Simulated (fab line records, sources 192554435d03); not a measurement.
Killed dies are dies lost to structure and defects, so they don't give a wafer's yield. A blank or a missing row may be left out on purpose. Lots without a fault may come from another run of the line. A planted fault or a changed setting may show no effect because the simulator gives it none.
fab line records | flow n5_finfet | part 2 of 2: steps 4 to 6 of 6
record lots=24 wafers=72 last_day=18
route steps=1938 shown BEOL_M6@1210 BEOL_M7@1277
lots that met no fault: from a run of the same line without faults
start_h: hours from the record's first day to the start of the lot's first wafer shown | wait_h: hours since the lot's step before | " the same as in the row above | L1.1+2: a row that stands for several wafers | - no value, or no start given | * or withheld: withheld | < > ~ a bound
route shown NAME@n: a module of which the file shows steps, and the number in the route of the first | usual: mean/standard deviation of fault-free wafers | same: alike in all rows | chamber/n: place in a boat | sites: the reading at each site | _std_site: their standard deviation | _edge_site: outer sites' mean less inner sites' | radius_mm: how far each site lies from the wafer's centre | mask NAME#n: copy n | behind: the tool/chamber that last shaped the wafer | hold: why the lot was held/for how many hours/how that ended | device: the transistor (n, p or np) that didn't switch | end of line: the same wafers' tests at the end of the route | a step without rows: its recipe alone | killed: dies lost to structure and defects at the first sort, not the wafer's yield | map: a wafer's dies, x killed, . not, _ none there
set.NAME: the setting as run; set.NAME@STEP: as run at that earlier step | model.NAME: the simulator's own value behind a step, which no gauge read
steps of the route over a sample of lots; a table a step, a row a wafer
services: from which hour (start_h, from the record's first day; less than 0 if before it) a tool's chamber was out of use, for how many hours, and why
## steps
# step N5_BEOL_M7_OVL_MEAS_12
# recipe points_per_wafer=44
# usual M7_OVL=0.1/0.71
# columns lot.wafer tool chamber start_h wait_h M7_OVL[nm]
L074.1 overlay-02 0 181.45 0.0 -0.1
L074.2 " 0 " " 0.6
L074.3 " 0 " " 0.6
L075.1 overlay-01 0 190.28 0.0 -1.7
L075.4 " 0 " " 0.2
L075.6 " 0 " " -0.3
L077.4 overlay-02 0 204.25 0.0 -0.5
L077.5 " 0 " " 1.2
L077.6 " 0 " " 0.0
L076.3 overlay-02 0 207.94 0.0 0.0
L076.4 " 0 " " 0.2
L076.5 " 0 " " -0.3
L079.1 overlay-02 0 212.16 0.0 0.6
L079.2 " 0 " " 0.1
L079.3 " 0 " " 0.5
L078.2 overlay-01 0 220.92 0.0 -0.5
L078.4 " 0 " " -0.3
L078.5 " 0 " " 0.6
L080.2 overlay-02 0 233.33 0.0 -1.2
L080.4 " 0 " " -0.9
L080.5 " 0 " " -0.7
L083.1 overlay-02 0 237.04 0.0 0.5
L083.3 " 0 " " -0.6
L083.4 " 0 " " 0.5
L081.2 overlay-01 0 237.34 0.0 0.5
L081.3 " 0 " " 0.3
L081.5 " 0 " " -0.3
L082.1 overlay-01 0 241.51 0.0 0.1
L082.4 " 0 " " -0.7
L082.6 " 0 " " 0.7
L084.1 overlay-01 0 255.27 0.0 0.1
L084.4 " 0 " " 1.3
L084.6 " 0 " " 0.5
L085.1 overlay-02 0 260.43 0.0 1.1
L085.2 " 0 " " 0.0
L085.3 " 0 " " 1.7
L086.3 overlay-01 0 270.40 0.0 -0.1
L086.4 " 0 " " -0.3
L086.6 " 0 " " -0.3
L087.2 overlay-01 0 281.34 0.0 1.0
L087.3 " 0 " " 0.2
L087.4 " 0 " " 1.7
L089.2 overlay-02 0 281.58 0.0 -0.7
L089.4 " 0 " " -0.6
L089.5 " 0 " " -0.2
L088.3 overlay-01 0 288.51 0.0 0.8
L088.4 " 0 " " -0.2
L088.5 " 0 " " 0.0
L090.1 overlay-02 0 300.67 0.0 0.2
L090.2 " 0 " " -0.6
L090.3 " 0 " " 0.1
L091.1 overlay-01 0 309.28 0.0 0.3
L091.5 " 0 " " 0.5
L091.6 " 0 " " -0.4
L093.2 overlay-01 0 316.38 0.0 -0.9
L093.4 " 0 " " -0.4
L093.6 " 0 " " -0.1
L094.2 overlay-02 0 318.02 0.0 -0.6
L094.3 " 0 " " -0.6
L094.5 " 0 " " -0.4
L095.1 overlay-01 0 323.87 0.0 -0.5
L095.4 " 0 " " 0.3
L095.6 " 0 " " 1.5
L092.1 overlay-01 0 332.63 0.0 -0.3
L092.3 " 0 " " 0.4
L092.4 " 0 " " -0.2
L096.1 overlay-02 0 336.00 0.0 0.2
L096.4 " 0 " " -0.4
L096.6 " 0 " " -0.7
L097.2 overlay-01 0 355.37 0.0 -0.8
L097.5 " 0 " " -0.2
L097.6 " 0 " " -1.0
# step N5_BEOL_M7_ANNEAL_51
# recipe temp_c=225 time_s=90 ambient=N2
# usual anneal_temp_c_max=226.4/0.35 wafer_temp_C_max=226.4/0.5
# same time_s=90
# columns lot.wafer tool chamber start_h wait_h anneal_temp_c_max wafer_temp_C_max
L074.1 rtp_anneal-01 0 190.04 0.1 226.5 226.0
L074.2 " 0 " " 225.7 225.6
L074.3 " 0 " " 225.7 226.1
L075.1 rtp_anneal-01 0 196.91 0.4 226.3 225.8
L075.4 " 0 " " 225.8 225.5
L075.6 " 0 " " 226.1 225.7
L077.4 rtp_anneal-02 0 209.09 0.2 226.5 226.4
L077.5 " 0 " " 227.2 226.7
L077.6 " 0 " " 226.7 226.8
L076.3 rtp_anneal-02 0 212.52 0.1 226.4 226.4
L076.4 " 0 " " 226.8 226.4
L076.5 " 0 " " 226.9 226.8
L079.1 rtp_anneal-01 0 217.74 0.4 225.6 225.7
L079.2 " 0 " " 226.2 226.0
L079.3 " 0 " " 226.2 226.3
L078.2 rtp_anneal-01 0 226.71 0.2 226.1 225.9
L078.4 " 0 " " 226.4 225.6
L078.5 " 0 " " 226.2 226.3
L080.2 rtp_anneal-02 0 237.66 0.2 226.3 226.5
L080.4 " 0 " " 226.8 226.4
L080.5 " 0 " " 226.7 226.8
L083.1 rtp_anneal-01 0 240.64 0.1 226.0 226.2
L083.3 " 0 " " 226.3 225.9
L083.4 " 0 " " 225.8 226.1
L081.2 rtp_anneal-01 0 242.30 0.1 225.9 225.8
L081.3 " 0 " " 226.0 225.6
L081.5 " 0 " " 226.4 225.9
L082.1 rtp_anneal-02 0 247.21 0.1 226.6 227.0
L082.4 " 0 " " 226.8 226.6
L082.6 " 0 " " 226.4 226.2
L084.1 rtp_anneal-01 0 261.11 0.2 226.1 225.8
L084.4 " 0 " " 225.8 226.1
L084.6 " 0 " " 225.9 225.4
L085.1 rtp_anneal-02 0 265.69 0.6 226.5 227.3
L085.2 " 0 " " 226.9 226.4
L085.3 " 0 " " 226.5 226.9
L086.3 rtp_anneal-02 0 278.46 0.4 226.4 226.6
L086.4 " 0 " " 226.5 226.2
L086.6 " 0 " " 226.1 226.7
L087.2 rtp_anneal-02 0 285.07 0.6 227.0 226.7
L087.3 " 0 " " 226.6 227.3
L087.4 " 0 " " 226.5 226.5
L089.2 rtp_anneal-02 0 285.34 0.5 226.3 226.8
L089.4 " 0 " " 226.7 226.6
L089.5 " 0 " " 226.3 226.9
L088.3 rtp_anneal-02 0 293.80 0.1 227.1 226.8
L088.4 " 0 " " 226.3 226.4
L088.5 " 0 " " 226.6 225.9
L090.1 rtp_anneal-02 0 308.33 0.1 226.6 226.8
L090.2 " 0 " " 226.3 226.9
L090.3 " 0 " " 226.6 227.2
L091.1 rtp_anneal-02 0 312.66 0.1 226.2 226.2
L091.5 " 0 " " 226.3 226.8
L091.6 " 0 " " 226.4 226.6
L093.2 rtp_anneal-02 0 321.64 0.3 226.4 227.3
L093.4 " 0 " " 226.4 227.3
L093.6 " 0 " " 226.7 226.6
L094.2 rtp_anneal-02 0 322.67 0.2 226.4 226.9
L094.3 " 0 " " 226.7 226.5
L094.5 " 0 " " 226.9 226.2
L095.1 rtp_anneal-02 0 329.72 0.1 226.5 226.7
L095.4 " 0 " " 226.7 226.5
L095.6 " 0 " " 226.9 226.5
L092.1 rtp_anneal-01 0 336.94 0.1 225.8 225.5
L092.3 " 0 " " 226.5 225.5
L092.4 " 0 " " 226.0 225.4
L096.1 rtp_anneal-02 0 345.37 0.1 226.5 226.1
L096.4 " 0 " " 226.8 226.5
L096.6 " 0 " " 226.4 226.4
L097.2 rtp_anneal-02 0 361.36 0.3 226.8 227.0
L097.5 " 0 " " 226.8 226.9
L097.6 " 0 " " 226.6 227.1
# step N5_BEOL_M7_THK_MEAS_53
# recipe thk_meas_gauge=xrf reads=Cu_of_BEOL_M7_ECD_50
# usual M7_THK=80.9/1.9
# columns lot.wafer tool chamber start_h wait_h M7_THK[nm]
L074.1 film_metro-01 - 190.64 - 81.8
L074.2 " - " " 80.7
L074.3 " - " " 82.4
L075.1 film_metro-01 - 197.51 - 79.3
L075.4 " - " " 77.7
L075.6 " - " " 81.2
L077.4 film_metro-02 - 209.54 - 81.0
L077.5 " - " " 78.5
L077.6 " - " " 78.5
L076.3 film_metro-02 - 213.02 - 79.0
L076.4 " - " " 78.5
L076.5 " - " " 82.3
L079.1 film_metro-01 - 218.33 - 78.3
L079.2 " - " " 80.2
L079.3 " - " " 77.2
L078.2 film_metro-01 - 227.32 - 80.3
L078.4 " - " " 80.2
L078.5 " - " " 79.5
L080.2 film_metro-01 - 238.22 - 82.6
L080.4 " - " " 81.1
L080.5 " - " " 81.4
L083.1 film_metro-02 - 241.25 - 82.7
L083.3 " - " " 77.2
L083.4 " - " " 82.5
L081.2 film_metro-02 - 242.85 - 81.7
L081.3 " - " " 81.4
L081.5 " - " " 81.1
L082.1 film_metro-01 - 247.81 - 81.1
L082.4 " - " " 76.4
L082.6 " - " " 80.9
L084.1 film_metro-01 - 261.71 - 77.0
L084.4 " - " " 79.8
L084.6 " - " " 81.4
L085.1 film_metro-02 - 266.28 - 82.2
L085.2 " - " " 80.7
L085.3 " - " " 79.8
L086.3 film_metro-01 - 278.97 - 81.7
L086.4 " - " " 79.8
L086.6 " - " " 82.0
L087.2 film_metro-01 - 285.62 - 80.4
L087.3 " - " " 81.8
L087.4 " - " " 81.9
L089.2 film_metro-01 - 285.89 - 81.5
L089.4 " - " " 81.6
L089.5 " - " " 80.4
L088.3 film_metro-01 - 294.31 - 80.7
L088.4 " - " " 78.9
L088.5 " - " " 81.9
L090.1 film_metro-01 - 308.93 - 80.1
L090.2 " - " " 82.6
L090.3 " - " " 79.7
L091.1 film_metro-01 - 313.26 - 81.2
L091.5 " - " " 81.5
L091.6 " - " " 81.3
L093.2 film_metro-01 - 322.18 - 82.2
L093.4 " - " " 83.1
L093.6 " - " " 82.3
L094.2 film_metro-02 - 323.44 - 84.0
L094.3 " - " " 82.1
L094.5 " - " " 81.7
L095.1 film_metro-02 - 330.31 - 84.5
L095.4 " - " " 80.7
L095.6 " - " " 81.7
L092.1 film_metro-01 - 337.53 - 79.6
L092.3 " - " " 78.0
L092.4 " - " " 81.3
L096.1 film_metro-02 - 345.98 - 82.3
L096.4 " - " " 81.9
L096.6 " - " " 81.7
L097.2 film_metro-02 - 361.92 - 82.1
L097.5 " - " " 83.7
L097.6 " - " " 83.5
## services
# columns tool chamber start_h hours kind
rie_diel-02 - 154.74 14.6 pm
rie_diel-05 2 159.38 5.2 repair
rie_diel-02 1 170.92 3.2 repair
rie_diel-05 2 185.33 - clean
rie_diel-05 2 185.33 - consumable_replace:focus_ring
rie_diel-05 2 185.33 22.6 scheduled_down
rie_diel-05 2 185.33 22.6 vent_cycle
rie_diel-01 0 194.65 - clean
rie_diel-01 0 194.65 - consumable_replace:focus_ring
rie_diel-01 0 194.65 - consumable_replace:showerhead
rie_diel-01 0 194.65 18.3 scheduled_down
rie_diel-01 0 194.65 18.3 vent_cycle
rie_diel-02 - 201.05 2.8 pm
rie_diel-05 3 264.39 4.8 repair
rie_diel-05 - 272.79 2.8 pm
rie_diel-01 1 293.56 7.0 repair
rie_diel-05 0 301.41 5.1 repair
rie_diel-02 2 322.94 2.0 repair
